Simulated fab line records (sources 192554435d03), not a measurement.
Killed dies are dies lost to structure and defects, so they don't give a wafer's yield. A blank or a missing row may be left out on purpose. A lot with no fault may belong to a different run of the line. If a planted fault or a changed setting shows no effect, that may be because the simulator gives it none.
Split-lot experiment || flow n5-finfet || route with 1938 steps; 7 lots, 21 wafers read

## SPLIT DETAILS
At N5_BEOL_M5_ETCH_72 (etches underlayer in N2/H2, target depth 6.5 nm, time 5.2 s), the setting bias-w was moved away from the recipe's 150 W on 9 of the 21 wafers read, by -11.6% to +14.3%. For the rest of the wafers, this setting stayed at what the recipe calls for.

The split's own step is where the reading is taken.

## THE READING
rf-vpp-V, in V, at N5_BEOL_M5_ETCH_72 (etches underlayer in N2/H2, target depth 6.5 nm, time 5.2 s). Typical for fault-free wafers on this fab line: 523.6 V, with standard deviation 2.8 V.

{"wafer": "L077.1", "tool, chamber at the split": "rie-diel-03, 3", "bias-w as run, W": 171.5, "against the recipe": "+14.3%", "rf-vpp-V, V": 569.9, "against lot-mates on the recipe": "+44.9"}
{"wafer": "L077.2", "tool, chamber at the split": "rie-diel-03, 0", "bias-w as run, W": 150, "against the recipe": "recipe", "rf-vpp-V, V": 525.0, "against lot-mates on the recipe": "-"}
{"wafer": "L077.3", "tool, chamber at the split": "rie-diel-03, 2", "bias-w as run, W": 171.5, "against the recipe": "+14.3%", "rf-vpp-V, V": 572.9, "against lot-mates on the recipe": "+47.9"}
{"wafer": "L078.3", "tool, chamber at the split": "rie-diel-03, 0", "bias-w as run, W": 150, "against the recipe": "recipe", "rf-vpp-V, V": 526.6, "against lot-mates on the recipe": "-"}
{"wafer": "L078.4", "tool, chamber at the split": "rie-diel-03, 2", "bias-w as run, W": 150, "against the recipe": "recipe", "rf-vpp-V, V": 523.2, "against lot-mates on the recipe": "-"}
{"wafer": "L078.5", "tool, chamber at the split": "rie-diel-03, 3", "bias-w as run, W": 150, "against the recipe": "recipe", "rf-vpp-V, V": 522.5, "against lot-mates on the recipe": "-"}
{"wafer": "L079.2", "tool, chamber at the split": "rie-diel-02, 1", "bias-w as run, W": 164.7, "against the recipe": "+9.8%", "rf-vpp-V, V": 554.2, "against lot-mates on the recipe": "+26.7"}
{"wafer": "L079.4", "tool, chamber at the split": "rie-diel-02, 3", "bias-w as run, W": 150, "against the recipe": "recipe", "rf-vpp-V, V": 527.5, "against lot-mates on the recipe": "-"}
{"wafer": "L079.5", "tool, chamber at the split": "rie-diel-02, 1", "bias-w as run, W": 164.7, "against the recipe": "+9.8%", "rf-vpp-V, V": 553.7, "against lot-mates on the recipe": "+26.2"}
{"wafer": "L080.3", "tool, chamber at the split": "rie-diel-01, 2", "bias-w as run, W": 150, "against the recipe": "recipe", "rf-vpp-V, V": 522.3, "against lot-mates on the recipe": "-"}
{"wafer": "L080.4", "tool, chamber at the split": "rie-diel-01, 0", "bias-w as run, W": 163.6, "against the recipe": "+9.1%", "rf-vpp-V, V": 554.1, "against lot-mates on the recipe": "+28.2"}
{"wafer": "L080.5", "tool, chamber at the split": "rie-diel-01, 3", "bias-w as run, W": 150, "against the recipe": "recipe", "rf-vpp-V, V": 529.5, "against lot-mates on the recipe": "-"}
{"wafer": "L091.4", "tool, chamber at the split": "rie-diel-02, 0", "bias-w as run, W": 132.6, "against the recipe": "-11.6%", "rf-vpp-V, V": 485.3, "against lot-mates on the recipe": -33.7}
{"wafer": "L091.5", "tool, chamber at the split": "rie-diel-02, 1", "bias-w as run, W": 132.6, "against the recipe": "-11.6%", "rf-vpp-V, V": 481.1, "against lot-mates on the recipe": -37.9}
{"wafer": "L091.6", "tool, chamber at the split": "rie-diel-02, 2", "bias-w as run, W": 150, "against the recipe": "recipe", "rf-vpp-V, V": 519.0, "against lot-mates on the recipe": "-"}
{"wafer": "L094.2", "tool, chamber at the split": "rie-diel-01, 0", "bias-w as run, W": 150, "against the recipe": "recipe", "rf-vpp-V, V": 524.7, "against lot-mates on the recipe": "-"}
{"wafer": "L094.3", "tool, chamber at the split": "rie-diel-01, 3", "bias-w as run, W": 150, "against the recipe": "recipe", "rf-vpp-V, V": 525.3, "against lot-mates on the recipe": "-"}
{"wafer": "L094.4", "tool, chamber at the split": "rie-diel-01, 2", "bias-w as run, W": 150, "against the recipe": "recipe", "rf-vpp-V, V": 521.0, "against lot-mates on the recipe": "-"}
{"wafer": "L095.2", "tool, chamber at the split": "rie-diel-03, 0", "bias-w as run, W": 139.6, "against the recipe": "-6.9%", "rf-vpp-V, V": 501.3, "against lot-mates on the recipe": -20.0}
{"wafer": "L095.3", "tool, chamber at the split": "rie-diel-03, 1", "bias-w as run, W": 139.6, "against the recipe": "-6.9%", "rf-vpp-V, V": 497.5, "against lot-mates on the recipe": -23.8}
{"wafer": "L095.5", "tool, chamber at the split": "rie-diel-03, 1", "bias-w as run, W": 150, "against the recipe": "recipe", "rf-vpp-V, V": 521.3, "against lot-mates on the recipe": "-"}

THE FIT
A straight line over all 21 wafers: rf-vpp-V changes by +3.35 V for each +1% of bias-w; r = +0.99; the points scatter about the line by 2.7 V.
The same after taking each lot's own level away (the mean of its wafers on the recipe; 21 wafers): +3.09 V for each +1%; r = +0.99; scatter 2.4 V.
Per that fit: largest bias-w move, reading shift of 44 V.
The span of the lots' own levels, 519.00 to 527.50 V, comes to 3.0 times the standard deviation stated above.
Consequently the slope shifts little with the lot-to-lot level, the two slopes agreeing.
Check: +43.8 V against its lot-mates is what the line predicts for one of the wafers moved furthest among these (+14.3%) when that wafer is left out of the fit. It came out at +44.9 V against them.
Tool readings at the split's step, against how far the setting was moved: rf-vpp-V r = +0.99.

## THE FILE'S OWN FIT
rf-vpp-V changes by +3.09 V for each +1% of bias-w, r = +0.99.
